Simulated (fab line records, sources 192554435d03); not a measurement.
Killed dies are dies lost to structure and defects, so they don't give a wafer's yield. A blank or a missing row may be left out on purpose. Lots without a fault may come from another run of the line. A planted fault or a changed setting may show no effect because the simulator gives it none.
Which tool did it? | flow n5_finfet | 9 lots, 27 wafers sampled, at 6 steps of a route of 1938

WHAT THE GAUGES READ, wafer by wafer
N5_PMOS_HMC_CHANNEL_EPI_INSPECT_30: inspects for defects (darkfield). Usual: raw_defect_count 19, standard deviation 7.6.
lot  | measured    | on                | raw_defect_count | flag
L459 | day 2 02:31 | defect_inspect-01 | 18 23 24         |
L462 | day 2 20:39 | defect_inspect-01 | 12 15 6          |
L464 | day 3 07:56 | defect_inspect-01 | 26 23 21         |
L471 | day 5 02:57 | defect_inspect-02 | 12 14 14         |
L474 | day 5 20:52 | defect_inspect-02 | 13 12 13         |
L475 | day 6 03:01 | defect_inspect-01 | 18 23 36         |
L476 | day 6 08:50 | defect_inspect-01 | 13 14 11         |
L477 | day 6 14:36 | defect_inspect-02 | 16 17 36         |
L478 | day 6 20:39 | defect_inspect-01 | 25 14 10         |

N5_FIN_SAQP_THK_MEAS_07. Usual: thk_nm 60.1 nm, standard deviation 0.69.
lot  | measured    | on            | thk_nm (nm)    | flag
L459 | day 2 03:32 | film_metro-02 | 59.4 60.0 59.7 |
L462 | day 2 21:38 | film_metro-02 | 60.7 60.4 59.7 |
L464 | day 3 09:39 | film_metro-01 | 59.8 60.3 60.1 |
L471 | day 5 05:28 | film_metro-01 | 59.6 61.3 60.5 |
L474 | day 5 21:51 | film_metro-02 | 59.4 59.9 60.1 |
L475 | day 6 03:52 | film_metro-02 | 59.7 59.1 60.0 |
L476 | day 6 09:56 | film_metro-02 | 58.8 59.7 60.5 |
L477 | day 6 15:26 | film_metro-02 | 59.6 60.2 60.7 |
L478 | day 6 21:34 | film_metro-01 | 59.6 60.1 60.7 |

N5_FIN_SAQP_CD_MEAS_16: target cd 35.6 nm. Usual: cd_nm 35.60 nm, standard deviation 0.29.
lot  | measured    | on        | cd_nm (nm)        | flag
L459 | day 2 03:54 | cd_sem-02 | 35.21 35.95 35.43 |
L462 | day 2 22:07 | cd_sem-01 | 37.51 37.26 37.53 | OFF
L464 | day 3 10:01 | cd_sem-02 | 37.52 38.03 37.28 | OFF
L471 | day 5 05:58 | cd_sem-02 | 35.52 36.03 36.09 |
L474 | day 5 22:13 | cd_sem-02 | 35.18 35.40 36.21 |
L475 | day 6 04:20 | cd_sem-03 | 35.66 35.22 35.56 |
L476 | day 6 10:20 | cd_sem-01 | 35.82 35.99 35.94 |
L477 | day 6 15:48 | cd_sem-01 | 35.60 35.82 35.74 |
L478 | day 6 22:02 | cd_sem-01 | 35.11 35.32 35.20 |

N5_BEOL_M4_RC_MEAS_101. Usual: DIBL_N 36.3 mV/V, standard deviation 1.1; DIBL_P 36.3 mV/V, standard deviation 1.4; IOFF_N 0.155 nA/um, standard deviation 0.019; IOFF_P 0.211 nA/um, standard deviation 0.027; ION_N 672 uA/um, standard deviation 8.5; ION_P 462 uA/um, standard deviation 5.8; SS_N 71.5 mV/dec, standard deviation 0.56; SS_P 73.3 mV/dec, standard deviation 0.52; VT_N 249.9 mV, standard deviation 2.5; VT_P -249.8 mV, standard deviation 2.8.
lot  | measured     | on        | DIBL_N (mV/V)  | DIBL_P (mV/V)  | IOFF_N (nA/um)    | IOFF_P (nA/um)    | ION_N (uA/um) | ION_P (uA/um) | SS_N (mV/dec)  | SS_P (mV/dec)  | VT_N (mV)         | VT_P (mV)            | flag
L459 | day 9 18:11  | prober-01 | 37.5 37.8 35.0 | 38.2 39.5 35.7 | 0.185 0.200 0.143 | 0.238 0.248 0.190 | 676 675 670   | 460 459 463   | 71.3 73.1 71.3 | 74.3 74.2 73.0 | 247.9 245.3 250.0 | -248.6 -248.1 -251.1 |
L462 | day 10 22:22 | prober-01 | 37.2 36.5 35.9 | 37.1 36.6 35.2 | 0.172 0.161 0.140 | 0.244 0.243 0.227 | 676 672 669   | 472 467 469   | 71.9 71.8 71.0 | 73.9 73.0 72.7 | 248.4 247.0 252.1 | -244.4 -247.3 -248.4 |
L464 | day 11 17:12 | prober-01 | 38.0 37.0 37.8 | 36.8 36.1 36.5 | 0.165 0.151 0.166 | 0.207 0.196 0.200 | 667 676 680   | 454 456 455   | 71.7 70.8 71.3 | 73.4 72.4 73.5 | 248.1 249.1 249.3 | -253.2 -252.9 -253.1 |
L471 | day 15 10:38 | prober-01 | 36.8 34.9 37.2 | 37.0 35.0 37.4 | 0.144 0.116 0.153 | 0.238 0.204 0.250 | 663 650 665   | 460 455 460   | 72.3 71.6 72.1 | 73.7 72.6 73.7 | 251.8 257.1 251.9 | -247.6 -250.4 -248.8 |
L474 | day 15 15:35 | prober-01 | 35.4 35.7 34.8 | 36.2 37.6 35.6 | 0.143 0.146 0.134 | 0.196 0.219 0.186 | 665 669 658   | 461 463 454   | 71.9 71.4 72.3 | 73.2 73.5 73.0 | 253.8 252.3 252.1 | -252.5 -248.9 -251.9 |
L475 | day 16 16:17 | prober-01 | 36.3 36.7 35.7 | 36.6 36.6 35.8 | 0.168 0.178 0.158 | 0.226 0.231 0.221 | 687 688 690   | 470 471 471   | 71.9 71.6 71.9 | 73.7 74.1 73.8 | 247.1 243.7 247.6 | -248.9 -246.9 -246.9 |
L476 | day 17 01:21 | prober-02 | 38.3 37.5 36.9 | 37.3 35.8 35.6 | 0.176 0.154 0.149 | 0.236 0.206 0.204 | 677 680 669   | 462 465 457   | 71.2 71.6 71.5 | 73.9 73.1 73.6 | 245.9 252.5 250.5 | -248.3 -249.6 -249.6 |
L477 | day 17 07:20 | prober-02 | 36.7 37.0 35.8 | 36.8 37.5 35.6 | 0.160 0.168 0.143 | 0.218 0.219 0.199 | 677 684 665   | 467 468 463   | 71.3 70.9 71.3 | 73.0 72.6 73.0 | 248.6 249.9 249.8 | -247.3 -248.5 -250.6 |
L478 | day 17 06:04 | prober-02 | 36.5 40.0 37.1 | 36.4 40.9 37.2 | 0.150 0.228 0.171 | 0.210 0.301 0.236 | 676 699 677   | 466 479 471   | 71.5 72.5 71.1 | 72.9 74.0 73.1 | 250.0 242.9 246.3 | -250.0 -244.8 -247.0 |

WHICH TOOL RAN EACH LOT (tool, then ch and the chambers of the sampled wafers, then the start)
lot  | N5_FIN_SAQP_PEB_14               | N5_FIN_SAQP_ETCH_51
L459 | litho_track-02 ch 0, day 2 03:50 | rie_diel-02 ch 0,2, day 2 04:11
L462 | litho_track-02 ch 0, day 2 22:03 | rie_diel-05 ch 0,1, day 2 22:28
L464 | litho_track-02 ch 0, day 3 09:56 | rie_diel-02 ch 0,1,2, day 3 10:08
L471 | litho_track-01 ch 0, day 5 05:53 | rie_diel-04 ch 1,3, day 5 06:05
L474 | litho_track-02 ch 0, day 5 22:08 | rie_diel-04 ch 1,2, day 5 22:20
L475 | litho_track-04 ch 0, day 6 04:16 | rie_diel-02 ch 0,2,3, day 6 04:28
L476 | litho_track-02 ch 0, day 6 10:16 | rie_diel-04 ch 1,2, day 6 10:34
L477 | litho_track-02 ch 0, day 6 15:44 | rie_diel-02 ch 1,3, day 6 15:58
L478 | litho_track-02 ch 0, day 6 21:58 | rie_diel-02 ch 0,1,3, day 6 22:10
- N5_FIN_SAQP_PEB_14: peb time 60 s.
- N5_FIN_SAQP_ETCH_51: etches SiARC in CF4, target depth 45.5 nm, time 75.8 s.

WHAT THE TOOLS THEMSELVES READ (means of the sampled wafers that have a number; where no wafer has one, the mark that the record gives instead)
N5_FIN_SAQP_PEB_14. Usual: exhaust_pa 45.0 Pa, standard deviation 1.
lot  | tool           | exhaust_pa (Pa) | flag
L459 | litho_track-02 | 45.9            |
L462 | litho_track-02 | 44.8            |
L464 | litho_track-02 | 45.3            |
L471 | litho_track-01 | 43.8            |
L474 | litho_track-02 | 43.4            |
L475 | litho_track-04 | 45.4            |
L476 | litho_track-02 | 45.3            |
L477 | litho_track-02 | 44.5            |
L478 | litho_track-02 | 46.3            |

N5_FIN_SAQP_ETCH_51. Usual: drypump_motor_current_A 5.6 A, standard deviation 0.36; etch_rf_on_time_s 76.0 s, standard deviation 0.92; mfc_ar_sccm 99.99 sccm, standard deviation 0.3; oes_product_au 0.66 a.u., standard deviation 0.072; rf_vpp_V 184.0 V, standard deviation 1.3; showerhead_plenum_p_Torr 2.13 Torr, standard deviation 0.076; throttle_valve_pct 15.69 %, standard deviation 0.13.
lot  | tool        | drypump_motor_current_A (A) | etch_rf_on_time_s (s) | mfc_ar_sccm (sccm) | oes_product_au (a.u.) | rf_vpp_V (V) | showerhead_plenum_p_Torr (Torr) | throttle_valve_pct (%) | flag
L459 | rie_diel-02 | 5.7                         | 75.0                  | 100.15             | 0.72                  | 184.5        | 2.19                            | 15.54                  |
L462 | rie_diel-05 | 6.0                         | 78.2                  | 100.07             | 0.59                  | 184.8        | 2.14                            | 15.81                  |
L464 | rie_diel-02 | 5.6                         | 75.5                  | 100.26             | 0.68                  | 184.1        | 2.18                            | 15.54                  |
L471 | rie_diel-04 | 5.3                         | 76.0                  | 100.03             | 0.68                  | 184.3        | 2.17                            | 15.72                  |
L474 | rie_diel-04 | 5.3                         | 75.8                  | 100.37             | 0.68                  | 183.7        | 2.12                            | 15.67                  |
L475 | rie_diel-02 | 5.6                         | 76.4                  | 99.74              | 0.67                  | 184.7        | 2.12                            | 15.63                  |
L476 | rie_diel-04 | 5.3                         | 76.3                  | 99.94              | 0.67                  | 183.8        | 2.12                            | 15.69                  |
L477 | rie_diel-02 | 5.7                         | 77.6                  | 100.39             | 0.66                  | 184.2        | 2.12                            | 15.69                  |
L478 | rie_diel-02 | 5.7                         | 76.2                  | 99.84              | 0.64                  | 183.6        | 2.11                            | 15.64                  |

THE ANSWER, worked out from the rows above alone
Rule: a lot is off if the mean of its wafers that have a number lies more than 3 standard deviations from the usual mean. A lot without any number at a reading at which 4 lots or more have one is off too. The other lots that the step has rows for count as sound. The gauges are gone through in route order, then the tools' own readings, and for those a lot's mean is taken as printed above. The first step at which some lot is off is used, and at that step the reading that is off furthest; a lot without a number counts as furthest.
Off: L462, L464, at N5_FIN_SAQP_CD_MEAS_16 (cd_nm).
A tool fits if, at a process step before that reading, it ran every lot that is off, and no sound lot after the first of them. The gauges at N5_FIN_SAQP_CD_MEAS_16 are tried like those tools. None of those tried fits.

WHAT THE SIMULATOR HAD PUT IN
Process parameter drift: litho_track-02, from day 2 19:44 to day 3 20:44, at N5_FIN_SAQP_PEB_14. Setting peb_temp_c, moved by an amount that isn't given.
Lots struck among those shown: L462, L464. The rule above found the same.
